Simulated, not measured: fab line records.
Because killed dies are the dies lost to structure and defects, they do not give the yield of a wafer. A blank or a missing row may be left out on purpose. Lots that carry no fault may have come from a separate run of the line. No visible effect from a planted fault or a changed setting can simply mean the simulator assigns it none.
fab line records | flow nand-harc
[record] lots = 6 wafers = 18 last-day = 32
route steps=1302 shown A_CHANNEL_HOLE_D2@605 A_CHANNEL_FILL_D2@610
lots that met no fault: from a run of the same line without faults
start-h: hours from the record's opening day to when the first of the lot's shown wafers began | wait-h: time in hours since the lot's previous step | " repeats the value in the row above | L1.1+2: a row that stands for several wafers | - value missing, or start not given | * or withheld: withheld | < > ~ a bound
route shown NAME@n: a module of which the file shows steps, and the number in the route of the first | usual: the fault-free wafers' mean and standard deviation | same: alike in all rows | chamber/n: place in a boat | sites: per-site readings | _std_site: how widely they spread, as a standard deviation | _edge_site: the outer-site mean with the inner-site mean subtracted | radius-mm: how far each site lies from the wafer's centre | mask NAME#n: copy n | behind: the last tool/chamber to shape the wafer | hold: the reason the lot was held/the length of the hold in hours/how it ended | device: whichever transistor did not switch (one of n, p or np) | end of line: tests run on the same wafers once the route is complete | a step with no rows: only its recipe | killed: count of dies lost to structure and defects at first sort (not the wafer's yield) | map: a wafer's dies, x killed, . not, _ none there
set.NAME: the setting that was run; set.NAME@STEP: the one run at that earlier step | model.NAME: the simulator's own value behind a step, which no gauge read
certain route steps with their lots: each step a table, each wafer a row
services: a tool's chamber out of use, with start hour (start-h, from the record's first day; less than 0 if before it), hours out, and reason
[[steps]]
[step NHARC_A_CHANNEL_HOLE_D2_PRECLEAN_29]
[recipe] time-s = * temp-c = 50 bath-age-min = 0 chemistry = SC1
[step NHARC_A_CHANNEL_HOLE_D2_SRD_30]
[step NHARC_A_CHANNEL_HOLE_D2_CD_MEAS_31]
[usual] cd-nm = 90.1/1.5
// columns lot.wafer tool chamber start-h wait-h cd-nm
L195.2 cd-sem-02 - 346.28 - 92.2
L195.3 " - " " 90.2
L195.4 " - " " 91.8
L197.2 cd-sem-02 - 362.19 - 86.7
L197.3 " - " " 87.9
L197.5 " - " " 89.9
L196.1 cd-sem-02 - 377.66 - 90.9
L196.4 " - " " 90.4
L196.5 " - " " 91.7
L203.1 cd-sem-02 - 429.07 - 91.2
L203.4 " - " " 89.7
L203.5 " - " " 91.9
L204.3 cd-sem-01 - 450.15 - 90.8
L204.5 " - " " 89.3
L204.6 " - " " 89.9
L211.2 cd-sem-01 - 508.71 - 91.4
L211.3 " - " " 89.1
L211.5 " - " " 90.3
[step NHARC_A_CHANNEL_HOLE_D2_XSEM_32]
[recipe] landing-energy-ev = 35000
[usual] bot-cd-nm = 74.9/1.6 bow-nm = 8.65/0.23 tilt-deg = 0.07/0.035
// columns lot.wafer tool chamber start-h wait-h bot-cd-nm bow-nm tilt-deg
L195.2 xsem-01 0 346.37 0.1 77.1 8.28 0.07
L195.3 " 0 " " 75.6 8.27 0.07
L195.4 " 0 " " 77.2 8.28 0.07
L197.2 xsem-02 0 362.29 0.1 72.6 8.25 0.13
L197.3 " 0 " " 72.9 8.25 0.13
L197.5 " 0 " " 74.9 8.24 0.13
L196.1 xsem-02 0 377.75 0.1 75.4 8.74 0.10
L196.4 " 0 " " 74.9 8.77 0.09
L196.5 " 0 " " 75.8 8.66 0.09
L203.1 xsem-01 0 429.16 0.1 75.5 8.64 0.05
L203.4 " 0 " " 75.5 8.58 0.05
L203.5 " 0 " " 76.7 8.62 0.05
L204.3 xsem-02 0 450.24 0.1 76.1 8.50 0.10
L204.5 " 0 " " 75.1 8.44 0.10
L204.6 " 0 " " 74.9 8.37 0.10
L211.2 xsem-01 0 508.79 0.1 77.6 8.21 0.04
L211.3 " 0 " " 75.0 8.22 0.04
L211.5 " 0 " " 75.7 8.21 0.04
[step NHARC_A_CHANNEL_HOLE_D2_INSPECT_40]
[usual] raw-defect-count = 267/77
// columns lot.wafer tool chamber start-h wait-h raw-defect-count
L195.2 defect-inspect-02 - 346.46 - 186
L195.3 " - " " 237
L195.4 " - " " 318
L197.2 defect-inspect-01 - 362.38 - 211
L197.3 " - " " 311
L197.5 " - " " 217
L196.1 defect-inspect-02 - 377.85 - 277
L196.4 " - " " 269
L196.5 " - " " 287
L203.1 defect-inspect-02 - 429.25 - 371
L203.4 " - " " 234
L203.5 " - " " 419
L204.3 defect-inspect-02 - 450.33 - 187
L204.5 " - " " 215
L204.6 " - " " 211
L211.2 defect-inspect-02 - 508.89 - 264
L211.3 " - " " 277
L211.5 " - " " 232
[step NHARC_A_CHANNEL_FILL_D2_PRECLEAN_00]
[recipe] time-s = * temp-c = 50 bath-age-min = 0 chemistry = SC1
[step NHARC_A_CHANNEL_FILL_D2_SRD_01]
[step NHARC_A_CHANNEL_FILL_D2_ALD_02]
[recipe] target-thk-a = 60 pulse-time-s = 10 ald-cycles = 60 temp-c = 300 material = SiO2
[usual] heater-power-w = 475/45 precursor-pulse-height-rel = 1.001/0.02
[same] ald-cycles = 60
// columns lot.wafer tool chamber start-h wait-h heater-power-w precursor-pulse-height-rel
L195.4 ald-hk-02 1 346.65 - 502 1.007
L195.2 " 3 " " 532 0.975
L195.3 " 0 " " 518 1.021
L197.3 ald-hk-04 2 362.58 - 388 1.028
L197.2 " 0 " " 508 1.014
L197.5 " 2 " " 395 0.981
L196.1 ald-hk-04 2 379.12 - 397 1.041
L196.4 " 0 " " 511 0.974
L196.5 " 1 " " 502 1.017
L203.4 ald-hk-04 3 429.45 - 500 1.025
L203.1 " 2 " " 396 1.017
L203.5 " 3 " " 520 1.026
L204.3 ald-hk-02 0 450.68 - 538 1.020
L204.6 " 3 " " 531 1.039
L204.5 " 0 " " 550 1.002
L211.2 ald-hk-01 2 509.72 - 429 0.976
L211.3 " 3 " " 472 0.988
L211.5 " 0 " " 438 0.980
[step NHARC_A_CHANNEL_FILL_D2_ALD_03]
[recipe] target-thk-a = 60 pulse-time-s = 60 ald-cycles = 58 temp-c = 630 pressure-torr = 2 material = SiNx
[usual] precursor-pulse-height-rel = 1.001/0.02
[same] ald-cycles = 58
// columns lot.wafer tool chamber start-h wait-h precursor-pulse-height-rel
L195.2 ald-sin-batch-01 0 - - 1.021
L195.3 " 0 " " 1.017
L195.4 " 0 " " 0.988
L197.2 ald-sin-batch-02 0 - - 1.010
L197.3 " 0 " " 1.041
L197.5 " 0 " " 0.984
L196.1 ald-sin-batch-01 0 - - 0.994
L196.4 " 0 " " 0.998
L196.5 " 0 " " 1.016
L203.1 ald-sin-batch-03 0 - - 0.983
L203.4 " 0 " " 1.002
L203.5 " 0 " " 1.007
L204.3 ald-sin-batch-02 0 - - 1.003
L204.5 " 0 " " 1.009
L204.6 " 0 " " 1.033
L211.2 ald-sin-batch-02 0 - - 1.002
L211.3 " 0 " " 1.007
L211.5 " 0 " " 0.979
[step NHARC_A_CHANNEL_FILL_D2_ALD_14]
[recipe] target-thk-a = 25 pulse-time-s = 10 ald-cycles = 25 temp-c = 300 material = SiO2
[step NHARC_A_CHANNEL_FILL_D2_ALD_15]
[recipe] target-thk-a = 20 pulse-time-s = 60 ald-cycles = 19 temp-c = 630 pressure-torr = 2 material = SiNx
[usual] precursor-pulse-height-rel = 0.998/0.02
[same] ald-cycles = 19
// columns lot.wafer tool chamber start-h wait-h precursor-pulse-height-rel
L195.2 ald-sin-batch-02 0 - - 1.008
L195.3 " 0 " " 0.986
L195.4 " 0 " " 1.001
L197.2 ald-sin-batch-03 0 - - 0.997
L197.3 " 0 " " 0.993
L197.5 " 0 " " 0.995
L196.1 ald-sin-batch-02 0 - - 0.990
L196.4 " 0 " " 0.995
L196.5 " 0 " " 0.991
L203.1 ald-sin-batch-01 0 - - 0.989
L203.4 " 0 " " 0.970
L203.5 " 0 " " 1.035
L204.3 ald-sin-batch-01 0 - - 0.967
L204.5 " 0 " " 1.009
L204.6 " 0 " " 0.987
L211.2 ald-sin-batch-02 0 - - 0.985
L211.3 " 0 " " 1.005
L211.5 " 0 " " 1.004
[step NHARC_A_CHANNEL_FILL_D2_ALD_16]
[recipe] target-thk-a = 15 pulse-time-s = 10 ald-cycles = 15 temp-c = 300 material = SiO2
[usual] heater-power-w = 470/45 precursor-pulse-height-rel = 1.003/0.018
[same] ald-cycles = 15
// columns lot.wafer tool chamber start-h wait-h heater-power-w precursor-pulse-height-rel
L195.3 ald-hk-01 1 358.89 0.0 481 1.009
L195.4 " 2 " " 430 0.997
L195.2 " 3 " " 467 1.012
L197.2 ald-hk-04 3 374.80 0.1 511 1.004
L197.3 " 0 " " 528 0.983
L197.5 " 2 " " 387 1.007
L196.4 ald-hk-04 1 391.15 1.7 496 0.996
L196.1 " 2 " " 389 1.005
L196.5 " 1 " " 492 0.969
L203.1 ald-hk-02 2 441.74 0.0 420 0.987
L203.4 " 3 " " 530 0.992
L203.5 " 2 " " 412 1.026
L204.3 ald-hk-01 2 465.19 0.3 434 1.024
L204.5 " 3 " " 463 1.003
L204.6 " 0 " " 470 0.991
L211.3 ald-hk-02 1 519.49 0.2 477 0.992
L211.2 " 2 " " 415 1.017
L211.5 " 1 " " 477 0.991
[step NHARC_A_CHANNEL_FILL_D2_ANNEAL_17]
[recipe] temp-c = 850 time-s = 1800
[usual] spike-tc-bottom-C = 869/5.1 spike-tc-centre-C = 849.2/1.3
// columns lot.wafer tool chamber start-h wait-h spike-tc-bottom-C spike-tc-centre-C
L195.2 furnace-08 - 361.72 - - -
L195.3 " - " " - -
L195.4 " - " " - -
L197.2 furnace-05 - 378.06 - - -
L197.3 " - " " - -
L197.5 " - " " - -
L196.1 furnace-08 0 395.41 - 872 847.7
L196.4 " 0 " " 872 850.1
L196.5 " 0 " " 872 848.9
L203.1 furnace-08 0 444.58 - 871 849.0
L203.4 " 0 " " 871 848.8
L203.5 " 0 " " 871 848.4
L204.3 furnace-08 0 467.78 - 872 848.0
L204.5 " 0 " " 871 846.7
L204.6 " 0 " " 872 849.7
L211.2 furnace-08 0 522.32 - 871 849.5
L211.3 " 0 " " 872 849.6
L211.5 " 0 " " 871 851.3
[step NHARC_A_CHANNEL_FILL_D2_CVD_18]
[recipe] target-thk-a = 30 temp-c = 550 material = poly-Si
[[services]]
// columns tool chamber start-h hours kind
ald-hk-02 - 353.74 10.0 pm
ald-hk-02 0 353.74 10.0 vent-cycle
ald-hk-02 1 353.74 10.0 vent-cycle
ald-hk-02 2 353.74 10.0 vent-cycle
ald-hk-02 3 353.74 10.0 vent-cycle
ald-hk-02 0 363.74 - clean
ald-hk-02 1 363.74 - clean
ald-hk-02 2 363.74 - clean
ald-hk-02 3 363.74 - clean
xsem-01 - 374.00 14.0 pm
ald-hk-04 - 434.18 10.0 pm
ald-hk-04 0 434.18 10.0 vent-cycle
ald-hk-04 1 434.18 10.0 vent-cycle
ald-hk-04 2 434.18 10.0 vent-cycle
ald-hk-04 3 434.18 10.0 vent-cycle
ald-hk-04 0 444.18 - clean
ald-hk-04 1 444.18 - clean
ald-hk-04 2 444.18 - clean
ald-hk-04 3 444.18 - clean
ald-hk-01 - 477.16 10.0 pm
furnace-08 - 480.31 26.0 pm
ald-hk-04 - 490.52 1.6 repair
ald-sin-batch-01 - 509.97 26.0 pm
furnace-05 - 519.45 15.0 repair
[[key]]
[first-sign] step = NHARC_A_CHANNEL_FILL_D2_ANNEAL_17 reading = tool-record direction = missing
effect none on later readings
met-at NHARC_A_CHANNEL_FILL_D2_ANNEAL_17
struck-wafers L195.2,L195.3,L195.4,L197.2,L197.3,L197.5
later-rows-left-out L195.2,L195.3,L195.4,L197.2,L197.3,L197.5
sort-left-out L195.2,L195.3,L195.4,L197.2,L197.3,L197.5
tester-left-out L195,L197
[fault] kind = skipped-step-whole tool = furnace-05,furnace-08 chamber = - onset-h = 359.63 steps = NHARC_A_CHANNEL_FILL_D2_ANNEAL_17 scope = struck-lots-only
// tester-left-out: of these lots the tester's yield and bins aren't shown, on N5 and GAA mostly nor the transistor test; their killed dies are dies lost to structure and defects alone, not to doping, threshold or leakage, so they don't give the yield
// sort-left-out: the simulated sort isn't trusted on such a fault, so these wafers' sort isn't shown, and their yield isn't known
// later-rows-left-out: the simulator's readings of these wafers behind a module that went badly wrong aren't trusted and aren't shown, but for the sort
